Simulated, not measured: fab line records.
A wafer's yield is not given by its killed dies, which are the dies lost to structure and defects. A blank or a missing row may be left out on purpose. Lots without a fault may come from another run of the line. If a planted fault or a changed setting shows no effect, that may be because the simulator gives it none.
Chamber matching -- flow nand-harc -- NHARC_P_BONDPAD_DESCUM_11 on rie-diel-06: 4 sister chambers
The step chemistry O2, time 3 s. 33 wafers are shown with their chamber, then 12 later ones without.

== EACH WAFER AND ITS CHAMBER ==
wafer,chamber,rf-vpp-V (V),oes-product-au (a.u.),throttle-valve-pct (%)
L074.1,0,56.7,0.998,11.329
L074.2,3,57.9,1.011,11.312
L074.6,1,57.1,1.018,11.311
L075.4,1,58.1,1.002,11.324
L075.5,3,58.7,1.010,11.296
L075.6,0,57.3,1.000,11.303
L077.1,0,58.9,1.003,11.310
L077.5,3,58.8,1.011,11.303
L077.6,2,57.9,0.990,11.316
L079.1,2,59.3,1.003,11.310
L079.3,3,57.3,1.004,11.302
L079.4,1,57.2,0.998,11.300
L080.3,1,57.5,1.014,11.319
L080.5,3,58.2,1.010,11.317
L080.6,2,59.7,0.999,11.309
L081.2,3,58.9,0.994,11.306
L081.4,2,58.4,0.988,11.315
L081.5,3,59.3,1.001,11.307
L082.1,3,57.8,1.002,11.302
L082.2,1,57.8,1.010,11.299
L082.3,0,59.0,0.998,11.298
L084.2,1,57.5,0.999,11.315
L084.4,3,58.9,0.999,11.294
L084.6,2,60.3,0.999,11.327
L083.1,2,57.4,0.999,11.304
L083.4,0,58.0,1.010,11.309
L083.6,1,57.1,0.998,11.321
L085.1,0,58.8,1.006,11.321
L085.2,3,57.1,0.991,11.318
L085.4,2,57.7,0.997,11.308
L086.1,1,58.1,1.008,11.312
L086.4,3,58.7,0.991,11.311
L086.5,1,57.7,0.999,11.304

SIGNATURES (averages over the wafers above)
reading,chamber 0,chamber 1,chamber 2,chamber 3,scatter within a chamber
rf-vpp-V,58.117,57.567,58.671,58.327,0.793
oes-product-au,1.00250,1.00511,0.99643,1.00218,0.00686
throttle-valve-pct,11.31167,11.31167,11.31271,11.30618,0.00885
Rule: for each reading, subtract the chamber's mean from the wafer's reading, divide by that reading's scatter and square the result; add these up over the readings and take the root, which gives the wafer's distance from the chamber. The wafer belongs to the nearest chamber; if the next one is less than 2 further off, it can't be placed. The scatter: take each reading less its chamber's mean, square it, sum over the shown wafers, divide by the number of wafers less the number of chambers, and take the root.

== WAFERS WHOSE CHAMBER IS MISSING ==
wafer,rf-vpp-V (V),oes-product-au (a.u.),throttle-valve-pct (%)
L087.1,57.4,0.993,11.318
L087.2,59.1,1.003,11.310
L087.4,56.3,1.001,11.305
L089.1,59.4,1.003,11.329
L089.2,59.7,1.006,11.311
L089.5,58.0,1.002,11.304
L092.1,59.6,0.994,11.312
L092.3,57.3,1.003,11.314
L092.4,57.4,0.994,11.314
L096.1,60.2,0.998,11.306
L096.2,57.8,0.990,11.314
L096.4,59.6,0.994,11.303

== EACH ONE'S CHAMBER ==
wafer,from the rows above,in truth
L087.1,can't be placed: 2 or 0 or 1 or 3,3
L087.2,can't be placed: 3 or 2 or 0 or 1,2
L087.4,can't be placed: 1 or 0 or 3 or 2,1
L089.1,can't be placed: 2 or 0 or 3 or 1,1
L089.2,can't be placed: 3 or 2 or 0 or 1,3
L089.5,can't be placed: 3 or 0 or 1 or 2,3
L092.1,can't be placed: 2 or 3 or 0 or 1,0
L092.3,can't be placed: 1 or 0 or 3 or 2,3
L092.4,can't be placed: 0 or 2 or 1 or 3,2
L096.1,can't be placed: 2 or 3 or 0 or 1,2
L096.2,can't be placed: 2 or 0 or 3 or 1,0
L096.4,can't be placed: 2 or 3 or 0 or 1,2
0 of 12 placed correctly. These rows do not allow placing 12 (true chamber among the candidates in 12). Placed wrongly: 0.
